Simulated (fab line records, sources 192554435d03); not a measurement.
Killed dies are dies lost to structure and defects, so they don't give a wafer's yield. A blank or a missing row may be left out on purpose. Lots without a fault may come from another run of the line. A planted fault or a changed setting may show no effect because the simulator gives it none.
Problem report in the 8D (eight disciplines) form, filled by code | flow n5_finfet | the parts of the form that need people (team, actions taken, sign-off) are left out

1. THE PROBLEM
IGATE_P at N5_BEOL_M4_RC_MEAS_101 reads a mean of 0.0080 nA/um on 4 wafers of 3 lots; wafers without a fault read 0.0038 nA/um with a standard deviation of 0.00061. That is +6.8 standard deviations from the usual mean.
First seen on wafer L991.2, day 11 15:10, on prober-01. The record holds 11 wafers of 5 lots with a number at this step. Rule for "out", or "out of limits": more than 4 standard deviations from the usual mean. The other wafers with a number count as sound.

2. WHAT IT IS AND WHAT IT IS NOT
question                    | is                             | is not
which readings at this step | IGATE_P, IGATE_N               | DIBL_N, DIBL_P, IOFF_N, IOFF_P, ION_N, ION_P, SS_N, SS_P, VT_N, VT_P
which lots                  | L991, L993, L994               | L985, L987
which wafers of those lots  | L991.2, L991.3, L993.2, L994.2 | L993.6, L994.4
read on which gauges        | prober-01                      | prober-02
when                        | from day 11 15:10              | up to then (5 sound wafers); but 2 sound wafers of L993, L994 came after

3. SUSPECTS, AND WHAT RULES EACH OUT
Counting: a tool at a process step up to the reading stays a suspect if it ran every lot that is out. Sound lots after the first of them don't rule it out here, since some wafers of a struck lot are sound.
- the gauge at N5_BEOL_M4_RC_MEAS_101: kept. All the wafers that are out were read on prober-01, and no step on other tools shows them out.
- ald_hk-02 at N5_HKMG_FIN_IL_REGROW_00 (material SiO2, chemistry O3, target thk 0.75 nm, time 30 s): kept. It ran every lot that is out, first L991 (day 7 21:24); its last sound lot up to then is L987 (day 6 23:57).
Left after counting: ald_hk-02 at N5_HKMG_FIN_IL_REGROW_00, prober-01 at N5_BEOL_M4_RC_MEAS_101.

4. THE CAUSE (what the simulator had put in)
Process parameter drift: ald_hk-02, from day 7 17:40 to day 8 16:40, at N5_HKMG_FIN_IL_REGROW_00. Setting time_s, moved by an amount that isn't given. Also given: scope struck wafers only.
Counting left 2 suspects, and this tool is among them.

5. THE CHAIN OF EFFECTS, in route order
Each row: a reading whose mean over the struck wafers that have a number lies more than 3 standard deviations from the usual. Only readings for which the record gives a usual standard deviation are gone through. hours: the time from each lot's start at the first step in this table that gives one to its start at this step, as a median over the lots. sigmas: the change in usual standard deviations.
hours | step                    | reading            | usual        | on struck wafers | change  | sigmas
0     | N5_BEOL_M4_RC_MEAS_101  | EOT_N              | 10.53        | 10.11            | -0.42   | -4.2
0     | N5_BEOL_M4_RC_MEAS_101  | EOT_P              | 10.49        | 10.06            | -0.43   | -4.5
0     | N5_BEOL_M4_RC_MEAS_101  | IGATE_N            | 0.0128 nA/um | 0.0263           | +0.0135 | +6.8
0     | N5_BEOL_M4_RC_MEAS_101  | IGATE_P            | 0.0038 nA/um | 0.0080           | +0.0042 | +6.8
105   | N5_PASSIVATION_PROBE_49 | sort_bin_4_leakage | 0.00 %       | 0.03             | +0.03   | +3.7
The process steps in it:
- N5_PASSIVATION_PROBE_49

6. WHAT WOULD HAVE CAUGHT IT SOONER
In this record the first reading out of limits at a measuring or inspecting step was taken at day 11 15:10, 94 hours after the fault began at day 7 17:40.
All the lots that are out (3) had begun N5_HKMG_FIN_IL_REGROW_00 on ald_hk-02 by day 11 15:10. A hold on the tool at that time would have spared none of them.
